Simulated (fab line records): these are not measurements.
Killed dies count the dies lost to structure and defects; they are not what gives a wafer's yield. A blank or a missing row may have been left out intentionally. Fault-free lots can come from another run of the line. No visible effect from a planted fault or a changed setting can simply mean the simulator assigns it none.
Matching of chambers + flow n5Finfet + N5_BEOL_M6_DEP_56 on pecvd-03 has 3 sister chambers
The step deposits SiCN from 3MS/NH3, target thk 10 nm, time 17.5 s. 3 wafers are shown with their chamber, then 9 later ones without.

== WAFERS PAIRED WITH THEIR CHAMBERS ==
| wafer  | chamber | showerheadVppV (V) |
|--------|---------|--------------------|
| L086.2 | 0       | 839                |
| L086.5 | 2       | 828                |
| L086.6 | 1       | 879                |

== WAFERS WITH NO CHAMBER GIVEN ==
| wafer  | showerheadVppV (V) |
|--------|--------------------|
| L088.1 | 814                |
| L088.2 | 845                |
| L088.3 | 885                |
| L087.2 | 840                |
| L087.3 | 864                |
| L087.6 | 878                |
| L093.1 | 851                |
| L093.5 | 835                |
| L093.6 | 877                |

== EACH ONE'S CHAMBER ==
| wafer  | from the rows above          | in truth |
|--------|------------------------------|----------|
| L088.1 | can't be placed: 2 or 0      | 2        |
| L088.2 | can't be placed: 0 or 2      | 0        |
| L088.3 | 1                            | 1        |
| L087.2 | can't be placed: 0 or 2      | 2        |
| L087.3 | can't be placed: 1 or 0      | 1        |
| L087.6 | 1                            | 1        |
| L093.1 | can't be placed: 0 or 2 or 1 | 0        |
| L093.5 | can't be placed: 0 or 2      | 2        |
| L093.6 | 1                            | 1        |
Correctly placed: 3 of 9. These rows do not allow placing 6 (true chamber among the candidates in 6). Wrongly placed: 0.
How it was worked out, from the rows above alone: a wafer's distance from a chamber is the root of the sum, over the readings, of the square of ((its reading less the chamber's mean) divided by the reading's scatter). If the next closest chamber is less than 2 further off than the closest, the wafer can't be placed; otherwise it belongs to the closest. The mean given for a chamber averages the wafers shown for that chamber. The scatter: root of mean squared gap, hidden wafer to nearest shown wafer, with one shown wafer a chamber.
